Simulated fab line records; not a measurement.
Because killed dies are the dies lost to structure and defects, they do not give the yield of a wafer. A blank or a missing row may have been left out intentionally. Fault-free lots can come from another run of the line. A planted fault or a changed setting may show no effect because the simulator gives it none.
A lot that was struck, set against a sound lot / flow nand harc / 15 out of 1159 route steps
Sound: these wafers, L564.1, L564.2, L564.3. Struck: wafer L572.3 (left out: L572.4, L572.5 of the same lot, which were not struck); the cause appears at the end.
Per side, at each step with rows, come the tool, then ch with its chambers, and then its first start. Under that, the readings that differ: sound wafers / struck wafers / difference of the means / sigmas: that difference in standard deviations of wafers without a fault.
alike: same words and numbers on both sides, and readings whose means sit less than 2 such deviations apart. not compared: any withheld reading, any reading some wafer has no value for, any bound like >300 that may hide the same value, and any number with overlapping values for which the record gives no deviation.
The two part at a step that has a row with sigmas, a row that says differs or no value, or rows on one side only. Numbers that don't overlap but have no deviation are shown without sigmas and don't part them. A reading that every wafer of one side lacks parts them only if that side has two wafers or more.

NHARC_A_M0_CD_MEAS_09: target cd 80 nm.
  sound on cd sem-02 ch 0, day 23 20:56; struck on cd sem-02 ch 0, day 24 03:26
reading=cd nm (nm); sound=79.7 79.0 79.0; struck=80.9; difference=+1.7; sigmas=+2
NHARC_A_M0_OVL_MEAS_10: pitch 160 nm.
  sound: overlay-01 at day 23 21:02; struck: overlay-02 at day 24 03:31
  alike: overlay x nm, overlay y nm
NHARC_A_M0_INSPECT_11:
  sound: defect inspect-01 at day 23 21:04; struck: defect inspect-01 at day 24 03:33
  alike: raw defect count
NHARC_A_M0_DESCUM_14: chemistry O2, time 3 s.
  sound on rie diel-03 ch 0,2,3, day 23 21:08; struck on rie diel-03 ch 2, day 24 03:37
reading=drypump motor current A (A); sound=5.0 4.7 6.8; struck=6.8; difference=+1.3; sigmas=+2
reading=rf hours counter h (h); sound=9 9 10; struck=11; difference=+2; sigmas=
  alike: oes product au, rf vpp V, showerhead plenum p Torr, throttle valve pct
NHARC_A_M0_ETCH_34: etches the open film in N2/H2, target depth 40 nm, overetch 12 nm, time 43.94 s.
  sound on rie diel-03 ch 0,2,3, day 23 21:13; struck on rie diel-03 ch 0, day 24 03:42
  alike: drypump motor current A, oes product au, rf vpp V, showerhead plenum p Torr, throttle valve pct
  not compared: rf hours counter h
then, 1 step without rows for these wafers: NHARC_A_M0_ETCH_15 (etches the open film in C4F8/Ar, target depth 150 nm, overetch 15 nm, time 82.5 s).
NHARC_A_M0_CD_MEAS_16:
  sound: cd sem-03 at day 23 21:26; struck: cd sem-02 at day 24 03:55
  alike: cd nm
NHARC_A_M0_STRIP_18: strips in N2/H2.
  sound on rie diel-08 ch 0,2,3, day 23 21:30; struck on rie diel-09 ch 1, day 24 03:59
reading=rf hours counter h (h); sound=5 4 4; struck=10; difference=+6; sigmas=
  alike: drypump motor current A, oes product au, power w, rf vpp V, showerhead plenum p Torr, throttle valve pct
then, 1 step without rows for these wafers: NHARC_A_M0_STRIP_19 (strips in post etch residue remover, time 600 s).
NHARC_A_M0_DEGAS_28: time 60 s.
  sound: pvd sputter-02 at day 23 22:04; struck: pvd sputter-01 at day 24 04:32
  alike: heater power w
NHARC_A_M0_PRE_CLEAN_29: time 30 s.
  sound on pvd sputter-02; struck on pvd sputter-01
  alike: heater power w
then, 1 step without rows for these wafers: NHARC_A_M0_PVD_20 (deposits TaN, target thk 5 nm, time 8.06 s).
NHARC_A_M0_PVD_21: deposits Cu, target thk 30 nm, time 20.49 s.
  sound: pvd sputter-02 at day 23 22:18; struck: pvd sputter-01 at day 24 04:45
reading=cathode dc power W (W); sound=5001.0 5000.2 5001.2; struck=5180.8; difference=+180.0; sigmas=+99 or more
  alike: throttle valve pct
then, 1 step without rows for these wafers: NHARC_A_M0_ECD_22 (material Cu, target thk 400 nm).
-- record jumps: 3 days between struck wafers' starts before vs after; left off in module A_M0, resumes in module END, first step shown is number 1159 of the route --
NHARC_END_SORT_01:
  sound on prober-02 ch 0, day 25 23:42; struck on prober-02 ch 0, day 26 16:54
reading=killed at periphery; sound=4 6 8; struck=1; difference=-5; sigmas=-2
  alike: defect limited yield, killed at array, killed at other, killed dies, killed open, killed short, sort_bin_2_pct, sort_bin_3_pct, sort_bin_4_pct, sort n pass, sort rim yield pct, sort yield pct

== WHERE THEY PART ==
Earliest at NHARC_A_M0_CD_MEAS_09; latest, in this record, at NHARC_END_SORT_01.

WHY: what the simulator had put in
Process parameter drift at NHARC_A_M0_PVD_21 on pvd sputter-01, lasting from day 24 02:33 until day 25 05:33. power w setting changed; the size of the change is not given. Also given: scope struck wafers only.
